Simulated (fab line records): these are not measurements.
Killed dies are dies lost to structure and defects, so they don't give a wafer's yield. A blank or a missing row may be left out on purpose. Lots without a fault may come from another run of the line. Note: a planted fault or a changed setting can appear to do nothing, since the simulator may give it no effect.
Which tool was responsible? -- flow nand harc -- 42 wafers from 14 lots sampled at 4 of the route's 1302 steps

== WHAT THE GAUGES READ, wafer by wafer ==
NHARC_A_ONON_D2_THK_MEAS_08: measures by ellipsometry.
lot,measured,on,thk nm (nm)
L742,day 11 23:20,film metro-02,998 1000 999
L744,day 13 12:00,film metro-01,1006 1006 1006
L746,day 14 14:36,film metro-02,997 994 997
L745,day 14 14:37,film metro-01,1000 999 1000
L747,day 15 05:50,film metro-01,989 990 989
L749,day 15 13:12,film metro-01,980 981 981
L750,day 15 20:30,film metro-02,985 986 988
L751,day 16 05:35,film metro-01,1001 1000 1000
L752,day 17 03:52,film metro-01,1009 1011 1009
L757,day 18 21:26,film metro-01,999 998 997
L758,day 19 09:13,film metro-02,1010 1008 1010
L761,day 20 13:19,film metro-01,1013 1017 1015
L763,day 21 01:58,film metro-02,1019 1019 1020
L765,day 22 12:55,film metro-02,1001 1004 1001

NHARC_A_CHANNEL_HOLE_D2_INSPECT_12.
lot,measured,on,raw defect count
L742,day 12 19:11,defect inspect-02,10 7 6
L744,day 14 07:31,defect inspect-01,62 56 50
L746,day 15 11:55,defect inspect-01,52 54 60
L745,day 15 10:23,defect inspect-02,3 2 4
L747,day 15 20:37,defect inspect-02,47 54 69
L749,day 16 06:15,defect inspect-02,54 62 60
L750,day 16 10:41,defect inspect-01,48 55 51
L751,day 16 22:21,defect inspect-02,45 49 47
L752,day 17 18:36,defect inspect-01,6 9 11
L757,day 19 14:30,defect inspect-02,69 65 69
L758,day 19 23:49,defect inspect-02,59 64 64
L761,day 21 03:32,defect inspect-01,28 29 15
L763,day 21 22:27,defect inspect-02,16 29 27
L765,day 23 02:59,defect inspect-02,4 1 4

== WHAT TOOL EACH LOT RAN ON (gives the tool, then ch and the chambers of the sampled wafers, and finally the start) ==
lot,NHARC_A_ONON_D2_DEP_33,NHARC_A_CHANNEL_HOLE_D2_SOFTBAKE_05
L742,"pecvd-01 ch 1,2, day 12 10:53","litho track-01 ch 0, day 12 18:00"
L744,"pecvd-04 ch 0,1,2, day 14 00:11","litho track-04 ch 0, day 14 06:00"
L746,"pecvd-01 ch 0,1, day 15 05:18","litho track-06 ch 0, day 15 11:00"
L745,"pecvd-02 ch 0,1, day 15 05:09","litho track-06 ch 0, day 15 09:00"
L747,"pecvd-01 ch 0,1, day 15 17:23","litho track-04 ch 0, day 15 20:00"
L749,"pecvd-01 ch 0,1,2, day 16 00:02","litho track-06 ch 0, day 16 05:00"
L750,"pecvd-01 ch 0,2, day 16 07:23","litho track-06 ch 0, day 16 10:00"
L751,"pecvd-02 ch 0,1,2, day 16 17:47","litho track-01 ch 0, day 16 21:00"
L752,"pecvd-04 ch 1,2, day 17 15:00","litho track-04 ch 0, day 17 17:00"
L757,"pecvd-02 ch 0,2, day 19 09:10","litho track-04 ch 0, day 19 13:00"
L758,"pecvd-01 ch 0,2, day 19 20:31","litho track-04 ch 0, day 19 23:00"
L761,"pecvd-02 ch 0,1, day 21 00:10","litho track-01 ch 0, day 21 02:00"
L763,"pecvd-04 ch 0,2, day 21 15:54","litho track-01 ch 0, day 21 21:00"
L765,"pecvd-02 ch 1,2, day 22 23:45","litho track-04 ch 0, day 23 02:00"
- NHARC_A_ONON_D2_DEP_33: deposits SiO2, target thk 200 nm.
- NHARC_A_CHANNEL_HOLE_D2_SOFTBAKE_05: time 55 s.

== WHAT THE TOOLS THEMSELVES READ (means of the sampled wafers that have a number; where no wafer has one, the mark that the record gives instead) ==
NHARC_A_ONON_D2_DEP_33.
lot,tool,heater power w (W),throttle valve pct (%)
L742,pecvd-01,662,16.2
L744,pecvd-04,545,15.9
L746,pecvd-01,474,15.7
L745,pecvd-02,407,16.0
L747,pecvd-01,531,15.8
L749,pecvd-01,607,16.1
L750,pecvd-01,642,15.9
L751,pecvd-02,492,15.6
L752,pecvd-04,528,16.0
L757,pecvd-02,641,15.6
L758,pecvd-01,613,16.2
L761,pecvd-02,463,16.2
L763,pecvd-04,537,16.0
L765,pecvd-02,620,15.6

NHARC_A_CHANNEL_HOLE_D2_SOFTBAKE_05.
lot,tool,heater power total W (W),resist line temp C (C)
L742,litho track-01,188.53,23.09
L744,litho track-04,188.49,22.92
L746,litho track-06,188.40,23.07
L745,litho track-06,188.55,22.93
L747,litho track-04,188.34,22.90
L749,litho track-06,188.46,23.00
L750,litho track-06,188.40,22.89
L751,litho track-01,188.57,23.03
L752,litho track-04,188.53,22.99
L757,litho track-04,222.64,23.15
L758,litho track-04,222.55,22.95
L761,litho track-01,188.38,23.11
L763,litho track-01,188.50,23.08
L765,litho track-04,188.53,22.76

== THE ANSWER, worked out from the rows above alone ==
Rule: the lots themselves supply what counts as usual. Put in order of their means at a reading, lots are off if they are a third of the lots or fewer, leave a main group of 4 or more, and stand apart from it by a gap of 3 or more times the standard deviation of the main group's means; of several such gaps the widest counts. A main group is skipped when, at the precision printed for the reading in the tables above, its means are all equal. A lot without any number at a reading at which 4 lots or more have one is off too. The other lots that the step has rows for count as sound. The gauges are gone through in route order, then the tools' own readings, and for those a lot's mean is taken as printed above. The first step at which some lot is off is used, and at that step the reading that is off furthest; a lot without a number counts as furthest.
Off, at NHARC_A_CHANNEL_HOLE_D2_SOFTBAKE_05 on heater power total W: L757, L758. The main group: mean 188.47 W, standard deviation 0.073.
A tool fits if, at that step or a process step before it, it ran every lot that is off, and no sound lot after the first of them. No candidate that was tried fits.

== WHAT WAS PUT IN BY THE SIMULATOR ==
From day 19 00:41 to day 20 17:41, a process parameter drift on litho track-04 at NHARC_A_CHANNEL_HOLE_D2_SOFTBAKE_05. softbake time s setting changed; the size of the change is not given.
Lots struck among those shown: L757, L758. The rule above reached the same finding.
